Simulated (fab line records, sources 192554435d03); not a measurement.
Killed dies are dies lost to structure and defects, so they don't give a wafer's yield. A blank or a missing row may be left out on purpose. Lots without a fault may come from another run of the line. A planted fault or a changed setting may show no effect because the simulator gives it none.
fab line records | flow n5_finfet
record lots=6 wafers=18 last_day=17
route steps=1938 shown BEOL_M5@1171 BEOL_M6@1194 PASSIVATION@1936
lots that met no fault: from a run of the same line without faults
start_h: hours from the record's first day to the start of the lot's first wafer shown | wait_h: hours since the lot's step before | " the same as in the row above | L1.1+2: a row that stands for several wafers | - no value, or no start given | * or withheld: withheld | < > ~ a bound
route shown NAME@n: a module of which the file shows steps, and the number in the route of the first | usual: mean/standard deviation of fault-free wafers | same: alike in all rows | chamber/n: place in a boat | sites: the reading at each site | _std_site: their standard deviation | _edge_site: outer sites' mean less inner sites' | radius_mm: how far each site lies from the wafer's centre | mask NAME#n: copy n | behind: the tool/chamber that last shaped the wafer | hold: why the lot was held/for how many hours/how that ended | device: the transistor (n, p or np) that didn't switch | end of line: the same wafers' tests at the end of the route | a step without rows: its recipe alone | killed: dies lost to structure and defects at the first sort, not the wafer's yield | map: a wafer's dies, x killed, . not, _ none there
set.NAME: the setting as run; set.NAME@STEP: as run at that earlier step | model.NAME: the simulator's own value behind a step, which no gauge read
lots at some steps of the route; a table a step, a row a wafer
services: from which hour (start_h, from the record's first day; less than 0 if before it) a tool's chamber was out of use, for how many hours, and why
## steps
# step N5_BEOL_M5_PRE_CLEAN_45
# recipe gas=H2/He time_s=30 temp_c=250
# usual heater_power_w=323/33
# columns lot.wafer tool chamber start_h wait_h heater_power_w
L595.1 pvd_sputter-03 - 200.53 0.0 293
L595.4 " - " " 372
L595.5 " - " " 309
L596.1 pvd_sputter-02 - 220.40 0.0 327
L596.2 " - " " 268
L596.4 " - " " 330
L604.1 pvd_sputter-01 - 267.13 0.0 323
L604.2 " - " " 299
L604.6 " - " " 362
L606.1 pvd_sputter-01 - 273.19 0.0 296
L606.3 " - " " 331
L606.4 " - " " 363
L609.1 pvd_sputter-01 - 295.51 0.0 296
L609.2 " - " " 316
L609.5 " - " " 326
L611.2 pvd_sputter-02 - 317.66 0.0 360
L611.3 " - " " 320
L611.5 " - " " 278
# step N5_BEOL_M5_ALD_86
# recipe material=TaN target_thk_a=* temp_c=275 ald_precursor_family=PDMAT ald_co_reactant=NH3 pressure_torr=3 carrier_flow_sccm=1500 pulse_time_s=2 purge_time_s=3 co_reactant_purge_time_s=2 co_reactant_pulse_time_s=3 ald_cycles=30 precursor_vessel_temp_c=75 precursor_vessel_pressure_torr=26.25 precursor_vessel_carrier_sccm=1000
# usual heater_power_w=416/63 precursor_vessel_pressure_torr=26.26/0.05
# columns lot.wafer tool chamber start_h wait_h heater_power_w precursor_vessel_pressure_torr
L595.1 ald_metal-02 1 200.65 0.1 431 26.24
L595.4 " 0 " " 455 26.34
L595.5 " 2 " " 394 26.25
L596.1 ald_metal-04 2 220.46 0.0 358 26.29
L596.2 " 1 " " 473 26.26
L596.4 " 0 " " 319 26.21
L604.1 ald_metal-01 1 267.19 0.0 453 26.23
L604.2 " 0 " " 355 26.21
L604.6 " 3 " " 374 26.28
L606.1 ald_metal-04 2 273.27 0.1 358 26.29
L606.3 " 1 " " 482 26.18
L606.4 " 0 " " 312 26.25
L609.1 ald_metal-01 0 295.57 0.0 342 26.15
L609.2 " 2 " " 452 26.28
L609.5 " 3 " " 376 26.25
L611.2 ald_metal-02 3 317.72 0.0 402 26.26
L611.3 " 0 " " 454 26.24
L611.5 " 2 " " 393 26.22
# step N5_BEOL_M5_SURFACE_TREAT_87
# recipe gas=Ar time_s=* ion_energy_ev=* ion_current_ma_cm2=0.5 pressure_mtorr=* ar_flow_sccm=30
# step N5_BEOL_M5_CVD_47
# recipe material=Co target_thk_a=30 temp_c=withheld precursor=CCTBA/H2 pressure_torr=30 time_s=216
# step N5_BEOL_M5_SPUTTER_48
# recipe material=Cu target_thk_a=150 temp_c=-20 chamber_pressure_pa=0.07 power_w=withheld time_s=27.62
# step N5_BEOL_M5_ANNEAL_49
# recipe temp_c=400 time_s=1800 ambient=vacuum
# step N5_BEOL_M5_SPUTTER_81
# recipe material=Cu target_thk_a=150 temp_c=-20 chamber_pressure_pa=0.07 power_w=withheld time_s=27.62
# step N5_BEOL_M5_ANNEAL_82
# recipe temp_c=400 time_s=1800 ambient=vacuum
# step N5_BEOL_M5_SPUTTER_83
# recipe material=Cu target_thk_a=150 temp_c=-20 chamber_pressure_pa=0.07 power_w=withheld time_s=27.62
# step N5_BEOL_M5_ANNEAL_84
# recipe temp_c=400 time_s=1800 ambient=vacuum
# usual heater_power_w=802/86
# columns lot.wafer tool chamber start_h wait_h heater_power_w
L595.1 pvd_sputter-03 - 203.44 0.0 962
L595.4 " - " " 702
L595.5 " - " " 731
L596.1 pvd_sputter-03 - 223.57 0.0 940
L596.2 " - " " 724
L596.4 " - " " 692
L604.1 pvd_sputter-02 - 271.72 0.0 840
L604.2 " - " " 867
L604.6 " - " " 881
L606.1 pvd_sputter-03 - 276.07 0.0 742
L606.3 " - " " 695
L606.4 " - " " 935
L609.1 pvd_sputter-01 - 300.08 0.0 743
L609.2 " - " " 897
L609.5 " - " " 877
L611.2 pvd_sputter-01 - 321.27 0.0 739
L611.3 " - " " 831
L611.5 " - " " 862
# step N5_BEOL_M5_SPUTTER_88
# recipe material=Cu target_thk_a=150 temp_c=-20 chamber_pressure_pa=0.07 power_w=withheld time_s=27.62
# step N5_BEOL_M5_ANNEAL_89
# recipe temp_c=400 time_s=1800 ambient=vacuum
# usual heater_power_w=801/84
# columns lot.wafer tool chamber start_h wait_h heater_power_w
L595.1 pvd_sputter-03 - 204.53 0.0 928
L595.4 " - " " 677
L595.5 " - " " 719
L596.1 pvd_sputter-03 - 224.65 0.0 936
L596.2 " - " " 706
L596.4 " - " " 706
L604.1 pvd_sputter-02 - 272.81 0.0 830
L604.2 " - " " 897
L604.6 " - " " 884
L606.1 pvd_sputter-03 - 277.16 0.0 721
L606.3 " - " " 712
L606.4 " - " " 939
L609.1 pvd_sputter-01 - 301.16 0.0 755
L609.2 " - " " 913
L609.5 " - " " 859
L611.2 pvd_sputter-01 - 322.36 0.0 742
L611.3 " - " " 805
L611.5 " - " " 859
# step N5_BEOL_M5_SPUTTER_90
# recipe material=Cu target_thk_a=45 temp_c=-20 chamber_pressure_pa=0.07 power_w=withheld time_s=8.29
# usual chuck_gas_flow_sccm=1.27/0.051 throttle_valve_pct=29.8/1.1
# columns lot.wafer tool chamber start_h wait_h chuck_gas_flow_sccm throttle_valve_pct
L595.1 pvd_sputter-03 - 205.53 0.5 1.22 28.6
L595.4 " - " " 1.32 28.4
L595.5 " - " " 1.27 31.9
L596.1 pvd_sputter-03 - 225.66 0.5 1.22 28.6
L596.2 " - " " 1.31 32.0
L596.4 " - " " 1.27 28.7
L604.1 pvd_sputter-02 - 273.81 0.5 1.26 29.8
L604.2 " - " " 1.24 28.9
L604.6 " - " " 1.21 28.8
L606.1 pvd_sputter-03 - 278.17 0.5 1.29 31.8
L606.3 " - " " 1.30 28.4
L606.4 " - " " 1.27 28.7
L609.1 pvd_sputter-01 - 302.17 0.5 1.18 29.9
L609.2 " - " " 1.30 31.2
L609.5 " - " " 1.27 29.5
L611.2 pvd_sputter-01 - 323.36 0.5 1.24 29.7
L611.3 " - " " 1.26 29.7
L611.5 " - " " 1.26 29.7
# step N5_BEOL_M5_ECD_50
# recipe material=Cu target_thk_a=3000
# step N5_BEOL_M5_ANNEAL_51
# recipe temp_c=225 time_s=90 ambient=N2
# step N5_BEOL_M5_CMP_52
# recipe stop_on=SiCOH_lowk t_overpolish_s=6.9 down_force_psi=1 platen_rpm=50 clearing_platen_down_force_psi=1.5 clearing_platen_rpm=50 post_cmp_clean=cu_alkaline target_thk_nm=62 clearing_platen_pad_velocity_m_s=0.99484 pad_velocity_m_s=0.99484
# step N5_BEOL_M5_PRE_CLEAN_77
# recipe gas=NH3/H2 time_s=15 temp_c=* rf_power_w=300
# step N5_BEOL_M5_CO_CAP_78
# recipe material=Co target_thk_a=20 temp_c=200 precursor=CCTBA/H2 pressure_torr=30 time_s=102.1
# step N5_BEOL_M5_PRE_CLEAN_55
# recipe gas=NH3 time_s=15 temp_c=withheld rf_power_w=300
# step N5_BEOL_M5_DEP_56
# recipe material=SiCN target_thk_a=80 temp_c=withheld precursor=3MS/NH3 pressure_torr=3 rf_w=202 time_s=14
# step N5_BEOL_M5_RS_MEAS_57
# recipe thk_meas_gauge=four-point-probe reads=Co_of_BEOL_M5_CO_CAP_78+Cu_of_BEOL_M5_ECD_50+Co_of_BEOL_M5_CVD_47+TaN_of_BEOL_M5_ALD_86
# usual M5_RS=0.383/0.014
# columns lot.wafer tool chamber start_h wait_h M5_RS[ohm/sq]
L595.1 film_metro-01 - 206.62 0.1 0.389
L595.4 " - " " 0.409
L595.5 " - " " 0.383
L596.1 film_metro-01 - 227.16 0.0 0.374
L596.2 " - " " 0.359
L596.4 " - " " 0.383
L604.1 film_metro-01 - 274.87 0.0 0.381
L604.2 " - " " 0.349
L604.6 " - " " 0.375
L606.1 film_metro-01 - 279.22 0.0 0.375
L606.3 " - " " 0.382
L606.4 " - " " 0.376
L609.1 film_metro-02 - 303.38 0.1 0.385
L609.2 " - " " 0.392
L609.5 " - " " 0.400
L611.2 film_metro-02 - 324.45 0.1 0.392
L611.3 " - " " 0.372
L611.5 " - " " 0.379
# step N5_BEOL_M6_ILD_DEP_00
# recipe material=SiCOH_lowk target_thk_a=1797.5 temp_c=300 precursor=DEMS/porogen pressure_torr=5 rf_w=500 time_s=33.4
# step N5_BEOL_M6_CURE_74
# recipe temp_c=385 time_s=240 ambient=He/Ar material=SiCOH_lowk
# usual lamp_power_pct=52.31/0.056 wafer_temp_C_max=386.9/0.8
# columns lot.wafer tool chamber start_h wait_h lamp_power_pct wafer_temp_C_max
L595.1 uv_cure-02 0 206.77 0.1 52.29 387.5
L595.4 " 0 " " 52.25 388.0
L595.5 " 0 " " 52.42 387.7
L596.1 uv_cure-01 2 227.40 0.2 52.21 386.9
L596.2 " 2 " " 52.35 386.6
L596.4 " 2 " " 52.32 387.5
L604.1 uv_cure-03 1 274.99 0.0 52.36 386.8
L604.2 " 1 " " 52.35 386.1
L604.6 " 1 " " 52.32 385.8
L606.1 uv_cure-02 1 279.35 0.0 52.31 385.9
L606.3 " 1 " " 52.32 386.0
L606.4 " 1 " " 52.18 386.0
L609.1 uv_cure-03 0 303.79 0.3 52.21 387.5
L609.2 " 0 " " 52.32 388.0
L609.5 " 0 " " 52.28 388.2
L611.2 uv_cure-01 2 324.66 0.1 52.33 387.9
L611.3 " 2 " " 52.39 387.2
L611.5 " 2 " " 52.33 387.4
# step N5_BEOL_M6_THK_MEAS_01
# recipe reads=SiCOH_lowk_of_BEOL_M6_ILD_DEP_00
# usual M6_ILD_THK=155.2/2.3
# columns lot.wafer tool chamber start_h wait_h M6_ILD_THK[nm]
L595.1 film_metro-01 - 207.28 0.4 153.8
L595.4 " - " " 159.1
L595.5 " - " " 158.1
L596.1 film_metro-01 - 227.91 0.4 154.8
L596.2 " - " " 153.7
L596.4 " - " " 156.7
L604.1 film_metro-01 - 275.51 0.4 154.6
L604.2 " - " " 151.9
L604.6 " - " " 154.0
L606.1 film_metro-02 - 279.86 0.4 153.4
L606.3 " - " " 152.4
L606.4 " - " " 155.2
L609.1 film_metro-02 - 304.31 0.4 150.5
L609.2 " - " " 152.0
L609.5 " - " " 153.7
L611.2 film_metro-01 - 325.09 0.4 150.1
L611.3 " - " " 155.8
L611.5 " - " " 156.9
# step N5_BEOL_M6_PECVD_70
# recipe material=SiO2 target_thk_a=200 temp_c=400 precursor=TEOS/O2 pressure_torr=5.5 rf_w=450 teos_flow_sccm=53.8 gas=O2 flow_sccm=3000 time_s=22.7
# step N5_BEOL_M6_HM_DEP_02
# recipe material=TiN target_thk_a=200 temp_c=25 chamber_pressure_pa=0.49996
# step N5_BEOL_M6_COAT_59
# recipe resist=SOC temp_c=250 time_s=60 spin_rpm=1500 resist_thk_nm=100
# step N5_BEOL_M6_COAT_60
# recipe resist=SiARC temp_c=220 time_s=60 spin_rpm=1500 resist_thk_nm=35
# step N5_BEOL_M6_COAT_05
# recipe resist=CAR-ArF spin_rpm=1500 resist_thk_nm=90
# step N5_BEOL_M6_EBR_07
# recipe solvent=PGMEA ebr_width_mm=1.5
# step N5_BEOL_M6_SOFTBAKE_06
# recipe temp_c=110 time_s=60 resist=CAR-ArF
# step N5_BEOL_M6_EXPOSE_08
# recipe mask_id=M6 na=1.35 source_shape=dipole sigma_inner=0.817 sigma_outer=0.97 polarization=te dose_mj=68.25
# step N5_BEOL_M6_PEB_09
# recipe peb_temp_c=withheld peb_time_s=60 resist=CAR-ArF
# step N5_BEOL_M6_DEVELOP_10
# recipe develop_time_s=30 developer=TMAH resist=CAR-ArF rinse_liquid=diw dry=air_spin dev_temp_c=23
# step N5_BEOL_M6_CD_MEAS_11
# recipe target_cd_nm=38.5 landing_energy_ev=500 detector=se_inlens polarity=opening
# usual cd_nm=38.2/0.57
# columns lot.wafer tool chamber start_h wait_h cd_nm
L595.1 cd_sem-01 0 208.77 - 38.0
L595.4 " 0 " " 38.4
L595.5 " 0 " " 38.0
L596.1 cd_sem-01 0 228.91 - 37.9
L596.2 " 0 " " 38.0
L596.4 " 0 " " 38.5
L604.1 cd_sem-03 0 277.23 - 38.0
L604.2 " 0 " " 37.0
L604.6 " 0 " " 37.8
L606.1 cd_sem-03 0 280.78 - 37.4
L606.3 " 0 " " 37.7
L606.4 " 0 " " 38.1
L609.1 cd_sem-03 0 306.43 - 37.6
L609.2 " 0 " " 36.9
L609.5 " 0 " " 37.3
L611.2 cd_sem-03 0 326.20 - 39.0
L611.3 " 0 " " 38.5
L611.5 " 0 " " 38.0
# step N5_BEOL_M6_OVL_MEAS_12
# recipe points_per_wafer=44
# usual M6_OVL=0.2/0.83
# same points_per_wafer=44
# columns lot.wafer tool chamber start_h wait_h M6_OVL[nm]
L595.1 overlay-01 0 208.80 0.0 -1.1
L595.4 " 0 " " -1.8
L595.5 " 0 " " -0.6
L596.1 overlay-02 0 228.94 0.0 1.7
L596.2 " 0 " " 0.1
L596.4 " 0 " " 0.5
L604.1 overlay-02 0 277.26 0.0 0.0
L604.2 " 0 " " 1.0
L604.6 " 0 " " 1.0
L606.1 overlay-02 0 280.81 0.0 -0.3
L606.3 " 0 " " -0.2
L606.4 " 0 " " -0.3
L609.1 overlay-02 0 306.46 0.0 0.2
L609.2 " 0 " " -0.1
L609.5 " 0 " " 0.9
L611.2 overlay-01 0 326.22 0.0 0.6
L611.3 " 0 " " 0.0
L611.5 " 0 " " -0.2
# step N5_BEOL_M6_DESCUM_16
# recipe chemistry=O2 time_s=7.9 source_power_w=50 bias_power_w=20 pressure_mtorr=20 rf_frequency_hz=2.712e+07 temp_c=40 resist=CAR-ArF o2_flow_sccm=225
# step N5_BEOL_M6_ETCH_61
# recipe chemistry=CF4 target=SiARC target_depth_a=455 mask_material=CAR-ArF time_s=75.8 ion_energy_ev=80 pressure_mtorr=40 source_w=545 bias_w=36 Ar_flow_sccm=100 cf4_flow_sccm=100 ends=cleared
# step N5_BEOL_M6_ETCH_62
# recipe chemistry=N2/H2 target=SOC target_depth_a=1100 overetch_a=220 mask_material=SiARC temp_c=40 time_s=165 ion_energy_ev=200 pressure_mtorr=30 source_w=840 bias_w=150 n2_flow_sccm=200 h2_flow_sccm=200
# step N5_PASSIVATION_PROBE_49
# usual defect_limited_yield=91.0/1.4 killed_at_M0_to_M3=35/10 killed_at_M4_up=14/5.5 killed_at_contacts=13/5.6 killed_at_front_end=41/11 killed_at_other=4/3.4 killed_dies=106/16 killed_open=68/12 killed_short=35/7.3 sort_bin_4_leakage=0.3/2.1 sort_bin_5_function=5.3/0.89 sort_bin_6_memory=3.4/0.67 sort_n_pass=1070/28 sort_yield_pct=90.7/2.4
# same gross_dies=1180 killed_at_back_side=0 sort_bin_8_speed[%]=0
# columns lot.wafer tool chamber start_h wait_h defect_limited_yield[%] killed_at_M0_to_M3 killed_at_M4_up killed_at_contacts killed_at_front_end killed_at_other killed_dies killed_open killed_short sort_bin_4_leakage[%] sort_bin_5_function[%] sort_bin_6_memory[%] sort_n_pass sort_yield_pct[%]
L595.4 prober-02 - 307.47 0.2 82.8 21 124 19 37 2 203 51 27 0 10.8 4.2 977 82.8
L596.4 prober-01 - 319.19 0.2 80.8 35 137 12 35 7 226 69 39 2.3 11.2 5.1 927 78.6
# killed by level:class
L595.4 BEOL_M5:unspecified=117 MOL_CONTACT_COAG:geometric_particle:open=15 BEOL_M0_SAQP:geometric_particle:short=8 FIN_SAQP:geometric_particle:short=6 STI_FIN_REVEAL:geometric_particle:open=6 BEOL_M2:geometric_particle:open=6 HKMG_FIN:area_etch=6 GATE_CUT:geometric_particle:open=5
L596.4 BEOL_M5:unspecified=118 BEOL_M0_SAQP:geometric_particle:short=15 MOL_CONTACT_COAG:geometric_particle:open=12 BEOL_M4:geometric_particle:open=12 FIN_SAQP:geometric_particle:open=7 GATE_CUT:geometric_particle:short=7 BEOL_M0_SAQP:geometric_particle:open=7 GATE_CUT:geometric_particle:open=5
# map L595.4 (x killed, . not)
_________________............________________
______________.x...x.x.........._____________
___________x........x............x.__________
__________.....................xx..._________
________...x.........................._______
_______....x.............x........x....______
______..xx....x..xxx...x................_____
_____.......x...................x........____
____................x................x..x.___
___.....xxx.x.....xx.............x.....x...__
___......x.x..x....x........x..x........x.x__
__.....xxx.x.xxx..x........................._
__.xxxxxxxxxxxx...x........................._
_...xxxxxxxxxxx.xxxx.........................
_...xxxxxxxxxxxxx......x.x...................
_..xxxxxxxxxxxxxxx..............x...x..x.x...
_x..xxxxxxxxxxxxx....x...xx.................x
_...xxxxxxxxxxxxx....x...............x.x.....
_.x..xxxxxxxxx........x...x..................
_x...xxxxx.xxx.....................x.........
_.....x..xx.xx..........xx.x......x....x.....
__.x...x..xx......xx....................x..._
__......x...................x.....x........._
___............x...........................__
___...........x...................x...x....__
____x.........xx..............x.......x...___
_____.............................x......____
______..x..............................._____
_______................................______
________.x.....x.....x................_______
__________..........x.x............._________
___________.......x................__________
______________.................._____________
_________________............________________
# map L596.4 (x killed, . not)
_________________............________________
______________........x....x...._____________
___________x......x...............x__________
__________............x....x.x.....x_________
________......x..............x..x....._______
_______..x...x.............x.....x....x______
______.................xx..x...x....x..._____
_____.........x..........x....x..........____
____...x...............x..x...............___
___.....x.x......................xx........__
___..xxxxxxxx..x......x.....x............x.__
__...x.xxxxxxxx...........x.........x......x_
__x...xxxxxxxxx.xx...............x.........._
_.x..xxxxxxxxxx..xx.............x............
_..x.xxxxxxxxx.xx.......x....................
_..xxxxxxxxxxxxxx.x....x.....xx..............
_...x.xxxxxxxxx.x.xxx........................
_....xxxxxxxxxxxx.x...........x..x...........
_x.xxxxxxxxxxxxx.........x......x............
_x....xxxxxxxxxx...xx...........x............
_...x..xxxx..x...........x........x........xx
__.xx.xx...xx..............x...........x...x_
__.......x.x.................x.........x...._
___...x......................x......x.....x__
___........x..x.....x.....x................__
____....x...x......................x......___
_____....................x..x.........x..____
______...x.......x.x............x..x...._____
_______...........................x....______
________....x..........x........x...xx_______
__________....x.................x..._________
___________..................x..x..__________
______________.x................_____________
_________________............________________
## services
# columns tool chamber start_h hours kind
uv_cure-01 - 205.79 7.5 pm
uv_cure-03 - 225.12 2.8 pm
ald_metal-02 - 226.08 2.8 pm
ald_metal-02 3 229.30 42.8 repair
uv_cure-03 - 247.76 1.0 pm
uv_cure-01 - 315.48 1.0 pm
pvd_sputter-03 - 316.53 4.6 repair
## key
first_sign step=N5_PASSIVATION_PROBE_49 reading=killed_at_M4_up direction=up sigmas=21 usual=14 struck=130
effect step=N5_PASSIVATION_PROBE_49 reading=defect_limited_yield direction=down sigmas=6.6 usual=91.0 struck=81.8
more_kills_born_at N5_BEOL_M5_SPUTTER_90@pvd_sputter-03=235
met_at N5_BEOL_M5_SPUTTER_90
struck_wafers L595.4,L596.4
fault kind=chamber_particle_source tool=pvd_sputter-03 chamber=- onset_h=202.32 steps=N5_BEOL_M5_SPUTTER_90 rate_per_visit_cm2=0.70877 end_h=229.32 scope=struck_wafers_only
